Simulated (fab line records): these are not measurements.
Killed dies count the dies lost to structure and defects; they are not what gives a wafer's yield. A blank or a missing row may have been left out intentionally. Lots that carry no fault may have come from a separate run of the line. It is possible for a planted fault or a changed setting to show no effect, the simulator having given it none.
Which tool did it? / flow n5Finfet / 12 lots (36 wafers sampled), 1 step of a 1938-step route

## WHAT THE GAUGES READ, wafer by wafer
N5_BEOL_M8_CD_MEAS_35: target cd 40 nm.
lot=L076; measured=day 9 14:46; on=cdSem-02; cdNm (nm)=40.4 39.9 40.5
lot=L077; measured=day 10 09:23; on=cdSem-03; cdNm (nm)=40.3 41.0 40.7
lot=L079; measured=day 11 07:49; on=cdSem-01; cdNm (nm)=40.1 40.0 40.3
lot=L083; measured=day 11 21:35; on=cdSem-02; cdNm (nm)=40.2 40.2 40.4
lot=L082; measured=day 12 08:48; on=cdSem-01; cdNm (nm)=40.0 40.5 40.0
lot=L085; measured=day 13 00:38; on=cdSem-03; cdNm (nm)=39.6 39.7 40.0
lot=L086; measured=day 13 10:04; on=cdSem-03; cdNm (nm)=39.9 40.0 39.2
lot=L088; measured=day 13 18:50; on=cdSem-01; cdNm (nm)=40.3 40.7 40.2
lot=L092; measured=day 14 04:44; on=cdSem-03; cdNm (nm)=40.5 41.2 41.0
lot=L091; measured=day 14 11:46; on=cdSem-01; cdNm (nm)=40.5 40.1 40.4
lot=L095; measured=day 15 06:02; on=cdSem-03; cdNm (nm)=39.9 39.7 39.4
lot=L096; measured=day 16 10:44; on=cdSem-01; cdNm (nm)=40.0 40.3 40.0

## TOOL THAT RAN EACH LOT (tool first, then ch and the chambers of the sampled wafers, then the start)
No process step before these readings appears in the record.

## THE ANSWER, worked out from the rows above alone
Rule: the usual values come from the lots themselves. The widest of any qualifying gaps counts: lots, ordered by their means at a reading, are off when they make up no more than a third of the lots, leave a main group of 4 or more, and stand apart from it by 3 or more times the standard deviation of that group's means. If all means in a main group match to the digits the tables above print for the reading, that group is not used. A lot without any number at a reading at which 4 lots or more have one is off too. Any other lot the step has rows for is counted as sound.
No lot is off on any of the readings shown, so nothing can be concluded from this.

## WHAT HAD BEEN PUT IN BY THE SIMULATOR
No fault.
